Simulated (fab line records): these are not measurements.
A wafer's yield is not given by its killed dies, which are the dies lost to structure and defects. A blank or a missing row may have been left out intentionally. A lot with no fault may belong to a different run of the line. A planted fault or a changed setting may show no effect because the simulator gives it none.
Chamber matching ; flow nand_harc ; pecvd-02 running NHARC_P_GATE_DEP_103: 3 sister chambers
The step deposits SiON, target thk 30 nm. 22 wafers are shown with their chamber, then 11 later ones without.

## WAFERS WITH THEIR CHAMBER
wafer;chamber;heater_power_w (W);rf_fwd_power_W (W);susceptor_temp_C (C)
L078.4;1;869;348.7;399.76
L078.5;2;677;347.8;399.97
L078.6;0;730;348.7;400.19
L080.3;1;706;349.2;400.52
L080.4;1;712;349.5;400.32
L080.6;0;630;347.5;400.18
L081.2;0;728;350.0;400.04
L081.3;1;785;348.3;399.91
L081.6;0;723;349.9;400.20
L082.1;0;739;350.3;400.36
L082.3;1;812;348.2;400.07
L082.5;0;747;350.3;400.30
L085.1;0;648;349.1;400.16
L085.2;1;824;349.2;399.60
L085.4;0;652;350.1;400.27
L089.2;2;691;349.0;400.23
L089.3;1;825;348.9;400.00
L089.5;2;698;348.9;399.90
L088.3;0;715;348.9;399.72
L088.5;0;724;348.3;399.77
L088.6;1;777;349.3;399.77
L091.2;2;735;349.5;399.70

SIGNATURES, as means of the wafers listed above
reading;chamber 0;chamber 1;chamber 2;scatter within a chamber
heater_power_w;703.60;788.75;700.25;46.3
rf_fwd_power_W;349.310;348.913;348.800;0.775
susceptor_temp_C;400.1190;399.9937;399.9500;0.253
Rule: for each reading, subtract the chamber's mean from the wafer's reading, divide by that reading's scatter and square the result; add these up over the readings and take the root, which gives the wafer's distance from the chamber. If the next closest chamber is less than 2 further off than the closest, the wafer can't be placed; otherwise it belongs to the closest. How the scatter is found: for the shown wafers, subtract from each reading the mean of its chamber, square and add these, divide the total by (wafers less chambers), then take the root.

## WAFERS WITH NO CHAMBER GIVEN
wafer;heater_power_w (W);rf_fwd_power_W (W);susceptor_temp_C (C)
L091.4;729;349.6;400.34
L091.5;740;348.3;399.85
L093.1;683;349.7;400.19
L093.4;831;349.0;400.01
L093.6;685;350.5;400.12
L095.2;714;349.9;399.55
L095.4;717;349.5;399.70
L095.6;778;349.5;399.94
L097.4;852;346.7;399.97
L097.5;665;349.2;400.13
L097.6;718;349.2;400.02

## THE CHAMBER EACH PASSED THROUGH
wafer;from the rows above;in truth
L091.4;can't be placed: 0 or 2 or 1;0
L091.5;can't be placed: 2 or 1 or 0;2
L093.1;can't be placed: 0 or 2 or 1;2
L093.4;can't be placed: 1 or 0 or 2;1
L093.6;can't be placed: 0 or 2 or 1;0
L095.2;can't be placed: 2 or 0 or 1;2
L095.4;can't be placed: 2 or 0 or 1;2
L095.6;can't be placed: 1 or 0 or 2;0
L097.4;can't be placed: 1 or 2 or 0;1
L097.5;can't be placed: 0 or 2 or 1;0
L097.6;can't be placed: 0 or 2 or 1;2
0 of 11 placed correctly. Cannot be placed on the basis of these rows: 11; the candidates contain the true chamber in 11. Number placed wrongly: 0.
